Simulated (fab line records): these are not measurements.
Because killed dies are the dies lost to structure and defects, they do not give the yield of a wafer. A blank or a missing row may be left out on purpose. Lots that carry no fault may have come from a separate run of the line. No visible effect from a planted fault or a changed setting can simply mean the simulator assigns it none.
Chamber matching -- flow n5 finfet -- cvd co-01 running N5_BEOL_M3_CO_CAP_55: 3 sister chambers
The step material Co, precursor CCTBA/H2, target thk 2 nm, time 102.1 s. 6 wafers are shown with their chamber, then 12 later ones without.

== EACH WAFER AND ITS CHAMBER ==
wafer,chamber,heater power w (W)
L085.1,1,243
L086.4,1,244
L088.4,2,225
L090.2,0,241
L090.3,2,222
L090.4,0,246

== WAFERS WITH NO CHAMBER GIVEN ==
wafer,heater power w (W)
L091.3,221
L091.4,242
L091.6,246
L093.4,226
L093.5,248
L093.6,239
L094.2,238
L094.3,245
L094.4,242
L096.1,244
L096.2,238
L096.6,245

== WHICH CHAMBER EACH WENT THROUGH ==
wafer,from the rows above,in truth
L091.3,2,2
L091.4,can't be placed: 0 or 1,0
L091.6,can't be placed: 0 or 1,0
L093.4,2,2
L093.5,can't be placed: 0 or 1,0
L093.6,can't be placed: 0 or 1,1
L094.2,can't be placed: 0 or 1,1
L094.3,can't be placed: 0 or 1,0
L094.4,can't be placed: 0 or 1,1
L096.1,can't be placed: 0 or 1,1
L096.2,can't be placed: 0 or 1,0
L096.6,can't be placed: 0 or 1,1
Placed correctly: 2 of 12. Cannot be placed on the basis of these rows: 10; the candidates contain the true chamber in 10. Placed wrongly: 0.
How it was worked out, from the rows above alone: a wafer's distance from a chamber is the root of the sum, over the readings, of the square of ((its reading less the chamber's mean) divided by the reading's scatter). The wafer belongs to the nearest chamber; if the next one is less than 2 further off, it can't be placed. Each chamber's mean is taken over the wafers shown for it. How the scatter is found: for the shown wafers, subtract from each reading the mean of its chamber, square and add these, divide the total by (wafers less chambers), then take the root.
